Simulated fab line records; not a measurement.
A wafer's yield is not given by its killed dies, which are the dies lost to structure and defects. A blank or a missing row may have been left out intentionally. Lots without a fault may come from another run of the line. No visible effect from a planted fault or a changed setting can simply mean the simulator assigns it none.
fab line records    flow n5_finfet    part 2 of 2: steps 21 to 28 of 28
record: lots: 5  wafers: 15  last_day: 15
route steps=1938 shown BEOL_M0_SAQP@634
lots that met no fault: from a run of the same line without faults
start_h: hours from the record's first day to the start of the lot's first wafer shown    wait_h: hours since the lot's step before    " as in the row above    L1.1+2: a row that stands for several wafers    - no value, or no start was given    * or withheld: withheld    < > ~ a bound
route shown NAME@n: NAME is a module with steps in the file, n the number in the route of the first one    usual: mean/standard deviation taken from wafers without a fault    same: alike in all rows    chamber/n: place in a boat    sites: per-site readings    _std_site: their standard deviation    _edge_site: inner sites' mean taken away from outer sites' mean    radius_mm: for every site, how far away it sits from the centre of the wafer    mask NAME#n: copy n    behind: the tool/chamber that last shaped the wafer    hold: the reason the lot was held/the length of the hold in hours/how it ended    device: whichever transistor did not switch (one of n, p or np)    end of line: at the end of the route, the tests of the same wafers    a step without rows: its recipe alone    killed: not the wafer's yield, but the dies lost to structure and defects at the first sort    map: a wafer's dies, marking killed ones x, the rest . and places with no die _
set.NAME: the setting that was run; set.NAME@STEP: the one run at that earlier step    model.NAME: the simulator's own value behind a step, which no gauge read
a table for each step, a row for each wafer; lots at some steps of the route
services: when a tool's chamber went out of use (start_h, in hours from the record's first day, below 0 if earlier), for how many hours, and the reason
== steps ==
step: N5_BEOL_M0_SAQP_ETCH_84
recipe: chemistry: N2/H2  target: SOC  target_depth_a: 1000  overetch_a: 200  mask_material: SiARC  temp_c: 40  time_s: 150  ion_energy_ev: 200  pressure_mtorr: 30  source_w: 840  bias_w: 150  n2_flow_sccm: 200  h2_flow_sccm: 200
usual: drypump_motor_current_A: 5.7/0.42  oes_product_au: 0.71/0.068  rf_fwd_power_W: 835.9/2.9  rf_vpp_V: 523.4/2.7  showerhead_plenum_p_Torr: 2.53/0.091  throttle_valve_pct: 17.85/0.2
lot.wafer  tool         chamber  start_h  wait_h  drypump_motor_current_A  oes_product_au  rf_fwd_power_W  rf_hours_counter_h  rf_vpp_V  showerhead_plenum_p_Torr  throttle_valve_pct
L076.3     rie_diel-02  1        131.06   0.0     5.2                      0.83            836.5           10                  524.1     2.50                      17.51
L076.5     "            3        "        "       5.4                      0.66            834.6           -                   524.2     2.54                      17.75
L076.6     "            2        "        "       5.7                      0.63            839.4           -                   523.7     2.53                      17.83
L078.1     rie_diel-04  0        131.51   0.0     6.3                      0.72            839.4           95                  519.5     2.35                      17.83
L078.4     "            3        "        "       6.1                      0.63            835.6           248                 523.3     2.50                      17.99
L078.5     "            3        "        "       6.1                      0.64            835.5           -                   524.4     2.50                      18.00
L082.3     rie_diel-02  3        158.64   0.0     5.5                      0.66            839.0           154                 524.4     2.54                      17.77
L082.4     "            2        "        "       5.8                      0.62            837.5           218                 523.7     2.53                      17.84
L082.5     "            0        "        "       5.0                      0.70            832.1           -                   517.8     2.36                      17.99
L083.1     rie_diel-02  0        164.52   0.0     5.0                      0.70            836.7           142                 519.5     2.36                      17.99
L083.2     "            1        "        "       5.2                      0.81            832.0           20                  522.0     2.49                      17.52
L083.3     "            2        "        "       5.8                      0.62            841.8           220                 524.5     2.52                      17.85
L086.2     rie_diel-02  0        184.20   0.0     5.0                      0.69            832.7           148                 517.8     2.36                      18.01
L086.3     "            1        "        "       5.2                      0.79            831.5           26                  521.0     2.49                      17.53
L086.5     "            2        "        "       5.7                      0.62            840.7           -                   523.1     2.52                      17.88
step: N5_BEOL_M0_SAQP_STRIP_80
recipe: chemistry: N2/H2  temp_c: 40  n2_flow_sccm: 200  h2_flow_sccm: 200  rf_frequency_hz: 6e+07
lot.wafer   tool         chamber  start_h  wait_h
L076.3+5+6  rie_diel-02  1,3,2    131.16   0.0
L078.1+4+5  rie_diel-04  0,3,3    131.60   0.0
L082.3+4+5  rie_diel-02  3,2,0    158.73   0.0
L083.1+2+3  rie_diel-02  0,1,2    164.61   0.0
L086.2+3+5  rie_diel-02  0,1,2    184.30   0.0
step: N5_BEOL_M0_SAQP_HM_OPEN_112
recipe: chemistry: CHF3/O2  target: SiO2  stop_on: a-Si  target_depth_a: 120  over_etch_frac: 1.25  mask_material: SOC  time_s: 13.5  pressure_mtorr: 30  source_w: 650  bias_w: 170  Ar_flow_sccm: 200  CHF3_flow_sccm: 50  O2_flow_sccm: 5  ion_energy_ev: 200  ends: end_point
usual: drypump_motor_current_A: 5.7/0.42  oes_product_au: 0.52/0.051  rf_fwd_power_W: 644.3/2.5  rf_vpp_V: 521/10  showerhead_plenum_p_Torr: 2.40/0.085  throttle_valve_pct: 18.86/0.2
same: over_etch_frac: 1.25
lot.wafer  tool         chamber  start_h  wait_h  drypump_motor_current_A  oes_product_au  rf_fwd_power_W  rf_hours_counter_h  rf_vpp_V  showerhead_plenum_p_Torr  throttle_valve_pct
L076.3     rie_diel-02  1        131.17   0.0     5.2                      0.61            642.4           10                  516       2.37                      18.44
L076.5     "            3        "        "       5.4                      0.49            642.7           -                   541       2.41                      18.82
L076.6     "            2        "        "       5.7                      0.46            646.5           -                   532       2.39                      18.76
L078.1     rie_diel-04  0        131.61   0.0     6.4                      0.52            644.7           95                  530       2.26                      18.93
L078.4     "            3        "        "       6.0                      0.47            643.1           248                 524       2.38                      19.14
L078.5     "            3        "        "       6.0                      0.46            641.6           -                   522       2.38                      19.11
L082.3     rie_diel-02  3        158.74   0.0     5.5                      0.47            644.8           154                 541       2.41                      18.82
L082.4     "            2        "        "       5.8                      0.45            647.3           218                 532       2.39                      18.76
L082.5     "            0        "        "       5.0                      0.51            641.7           -                   508       2.23                      18.94
L083.1     rie_diel-02  0        164.62   0.0     5.0                      0.52            644.9           142                 510       2.23                      18.93
L083.2     "            1        "        "       5.2                      0.59            644.0           20                  517       2.37                      18.46
L083.3     "            2        "        "       5.7                      0.45            648.8           220                 531       2.39                      18.76
L086.2     rie_diel-02  0        184.31   0.0     5.0                      0.50            643.5           148                 511       2.23                      18.95
L086.3     "            1        "        "       5.2                      0.57            640.9           26                  517       2.36                      18.46
L086.5     "            2        "        "       5.8                      0.45            643.1           -                   532       2.39                      18.78
step: N5_BEOL_M0_SAQP_STRIP_113
recipe: chemistry: CHF3/O2  resist: SiARC  rf_frequency_hz: 6e+07
lot.wafer   tool         chamber  start_h  wait_h
L076.3+5+6  rie_diel-02  1,3,2    131.22   0.0
L078.1+4+5  rie_diel-04  0,3,3    131.67   0.0
L082.3+4+5  rie_diel-02  3,2,0    158.79   0.0
L083.1+2+3  rie_diel-02  0,1,2    164.68   0.0
L086.2+3+5  rie_diel-02  0,1,2    184.36   0.0
step: N5_BEOL_M0_SAQP_MANDREL_ETCH_20
recipe: target_depth_a: 600  chemistry: HBr/Cl2  target: a-Si  stop_on: SiNx  bt_time_s: 10  mask_material: SOC  over_etch_frac: 0.5  time_s: 30  pressure_mtorr: 10  icp_w: 800  bias_w: 75  HBr_flow_sccm: 150  Cl2_flow_sccm: 80  ends: end_point
usual: drypump_motor_current_A: 5.9/0.42  oes_product_au: 0.769/0.015  rf_fwd_power_W: 795.9/2.6  throttle_valve_pct: 35.4/0.3
same: over_etch_frac: 0.5
lot.wafer  tool       chamber  start_h  wait_h  drypump_motor_current_A  oes_product_au  rf_fwd_power_W  rf_hours_counter_h  throttle_valve_pct
L076.3     rie_si-02  1        131.25   0.0     6.2                      0.769           793.4           21                  34.7
L076.5     "          2        "        "       5.2                      0.764           795.2           -                   35.2
L076.6     "          3        "        "       6.1                      0.791           796.3           -                   35.4
L078.1     rie_si-01  2        131.70   0.0     6.2                      0.762           795.6           196                 35.7
L078.4     "          0        "        "       5.4                      0.791           797.6           -                   35.6
L078.5     "          3        "        "       6.5                      0.753           794.5           -                   36.0
L082.3     rie_si-04  0        158.83   0.0     5.8                      0.745           797.8           154                 35.5
L082.4     "          1        "        "       6.5                      0.771           801.8           49                  35.4
L082.5     "          2        "        "       5.9                      0.742           796.7           -                   35.6
L083.1     rie_si-02  2        164.71   0.0     5.2                      0.749           791.1           154                 35.2
L083.2     "          0        "        "       6.0                      0.783           796.0           19                  35.2
L083.3     "          3        "        "       6.1                      0.781           796.5           105                 35.4
L086.2     rie_si-02  2        184.39   0.0     5.2                      0.753           787.7           154                 35.2
L086.3     "          3        "        "       6.1                      0.772           798.9           105                 35.4
L086.5     "          3        "        "       6.1                      0.776           796.1           -                   35.4
step: N5_BEOL_M0_SAQP_STRIP_86
recipe: chemistry: N2/H2  power_w: 500  temp_c: 40  pressure_mtorr: 50  rf_frequency_hz: 6e+07  overash_fraction: 0.3  bias_power_w: 28  h2_frac: 0.5  n2_flow_sccm: 300  h2_flow_sccm: 300
usual: drypump_motor_current_A: 5.7/0.41  oes_product_au: 0.79/0.088  rf_vpp_V: 121.6/1.5  showerhead_plenum_p_Torr: 3.34/0.11  throttle_valve_pct: 18.91/0.24
lot.wafer  tool         chamber  start_h  wait_h  drypump_motor_current_A  oes_product_au  rf_hours_counter_h  rf_vpp_V  showerhead_plenum_p_Torr  throttle_valve_pct
L076.3     rie_diel-04  2        131.38   0.1     5.5                      0.68            239                 123.1     3.43                      19.10
L076.5     "            2        "        "       5.5                      0.68            -                   123.9     3.43                      19.11
L076.6     "            1        "        "       6.2                      0.82            -                   119.8     3.40                      18.77
L078.1     rie_diel-04  3        131.80   0.1     6.0                      0.69            248                 123.4     3.30                      18.83
L078.4     "            2        "        "       5.5                      0.68            239                 124.0     3.43                      19.09
L078.5     "            2        "        "       5.5                      0.67            -                   122.4     3.43                      19.10
L082.3     rie_diel-03  2        158.93   0.1     5.7                      0.86            49                  122.0     3.41                      18.82
L082.4     "            3        "        "       6.3                      0.81            -                   122.8     3.52                      18.47
L082.5     "            0        "        "       5.4                      0.71            -                   122.2     3.34                      19.48
L083.1     rie_diel-03  2        164.85   0.1     5.7                      0.86            51                  121.5     3.41                      18.83
L083.2     "            0        "        "       5.4                      0.71            180                 121.9     3.34                      19.49
L083.3     "            3        "        "       6.3                      0.83            97                  121.6     3.52                      18.51
L086.2     rie_diel-02  2        184.60   0.2     5.8                      0.69            226                 122.5     3.33                      19.02
L086.3     "            3        "        "       5.4                      0.74            162                 122.2     3.35                      18.75
L086.5     "            2        "        "       5.8                      0.69            -                   121.0     3.33                      18.99
step: N5_BEOL_M0_SAQP_STRIP_115
recipe: chemistry: post_etch_residue_remover  time_s: 60  temp_c: 25  remover_ph: withheld  remover_water_wt_pct: withheld  remover_fluoride_wt_pct: withheld
lot.wafer   tool          chamber  start_h  wait_h
L076.3+5+6  wet_bench-03  4,7,5    131.45   -
L078.1+4+5  wet_bench-03  0,6,1    131.86   -
L082.3+4+5  wet_bench-03  3,0,2    159.00   -
L083.1+2+3  wet_bench-03  5,2,1    164.92   -
L086.2+3+5  wet_bench-02  6,0,7    184.67   -
step: N5_BEOL_M0_SAQP_SRD_93
recipe: dry: ipa_marangoni  time_s: 30  temp_c: 23  rinse_liquid: diw
lot.wafer   tool          chamber  start_h  wait_h
L076.3+5+6  wet_bench-03  4,7,5    131.47   0.0
L078.1+4+5  wet_bench-03  0,6,1    131.88   0.0
L082.3+4+5  wet_bench-03  3,0,2    159.02   0.0
L083.1+2+3  wet_bench-03  5,2,1    164.94   0.0
L086.2+3+5  wet_bench-02  6,0,7    184.69   0.0
== services ==
tool             chamber  start_h  hours  kind
pecvd-03         1        110.42   2.1    scheduled_down
arfi_scanner-01  -        111.27   1.5    pm
pecvd-03         -        122.25   2.5    repair
rie_si-01        1        123.29   8.5    repair
arfi_scanner-02  -        127.80   1.0    pm
pecvd-01         -        132.82   0.8    repair
pecvd-03         -        133.85   2.2    repair
litho_track-02   -        134.68   -      consumable_replace:filter
arfi_scanner-02  -        135.63   0.7    repair
rie_diel-04      3        136.92   -      clean
rie_diel-04      3        136.92   -      consumable_replace:focus_ring
arfi_scanner-02  -        139.19   4.9    pm
pvd_sputter-02   -        140.26   0.6    repair
arfi_scanner-01  -        144.70   1.6    repair
pecvd-04         -        144.83   28.1   pm
rie_diel-03      1        144.94   3.3    repair
arfi_scanner-01  -        147.73   8.5    repair
arfi_scanner-02  -        160.44   11.6   repair
pecvd-01         -        167.36   1.7    repair
pecvd-01         2        170.77   -      calibration
arfi_scanner-01  -        172.78   1.0    pm
arfi_scanner-02  -        174.32   1.2    repair
rie_si-04        -        181.82   0.2    repair
pecvd-03         1        184.01   5.0    scheduled_down
